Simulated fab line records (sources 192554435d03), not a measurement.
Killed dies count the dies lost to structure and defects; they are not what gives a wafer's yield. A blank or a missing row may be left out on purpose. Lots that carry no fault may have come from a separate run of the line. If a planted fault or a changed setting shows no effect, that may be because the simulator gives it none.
Chamber matching ; flow n5 finfet ; N5_BEOL_M0_SAQP_ALD_48 on ald sin-03 has 4 sister chambers
The step deposits SiO2, target thk 20 nm, pulse time 1 s, co reactant pulse time 1 s. 18 wafers are shown with their chamber, then 9 later ones without.

## WAFERS, EACH WITH ITS CHAMBER
wafer;chamber;heater power w (W);precursor pulse height rel
L076.3;0;83;0.982
L076.4;3;95;0.994
L076.6;1;87;0.986
L079.1;1;84;1.010
L079.3;2;82;1.009
L079.5;2;83;1.040
L085.3;0;87;0.976
L085.5;1;87;1.005
L085.6;0;84;1.033
L086.2;1;86;0.990
L086.3;0;85;0.968
L086.6;0;86;1.005
L088.1;3;97;0.980
L088.5;3;92;1.007
L088.6;2;83;0.974
L090.1;3;95;0.995
L090.4;0;84;1.022
L090.5;0;85;1.003

SIGNATURES (averages over the wafers above)
reading;chamber 0;chamber 1;chamber 2;chamber 3;scatter within a chamber
heater power w;84.86;86.00;82.67;94.75;1.47
precursor pulse height rel;0.99843;0.99775;1.00767;0.99400;0.0215
Rule: a wafer's distance from a chamber is the root of the sum, over the readings, of the square of ((its reading less the chamber's mean) divided by the reading's scatter). If the next closest chamber is less than 2 further off than the closest, the wafer can't be placed; otherwise it belongs to the closest. The scatter is the square root of a quotient: the sum, over the shown wafers, of each reading's squared deviation from its chamber's mean, divided by wafers minus chambers.

## WAFERS WHOSE CHAMBER IS MISSING
wafer;heater power w (W);precursor pulse height rel
L091.1;95;1.012
L091.4;85;0.958
L091.5;82;0.956
L093.2;88;1.002
L093.5;82;1.034
L093.6;86;1.023
L097.2;82;1.007
L097.4;97;0.997
L097.5;87;0.984

## THE CHAMBER EACH PASSED THROUGH
wafer;from the rows above;in truth
L091.1;3;3
L091.4;can't be placed: 0 or 1 or 2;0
L091.5;can't be placed: 2 or 0 or 1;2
L093.2;can't be placed: 1 or 0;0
L093.5;can't be placed: 2 or 0 or 1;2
L093.6;can't be placed: 1 or 0 or 2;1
L097.2;can't be placed: 2 or 0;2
L097.4;3;3
L097.5;can't be placed: 1 or 0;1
Placed correctly: 2 of 9. These rows do not allow placing 7 (true chamber among the candidates in 7). Number placed wrongly: 0.
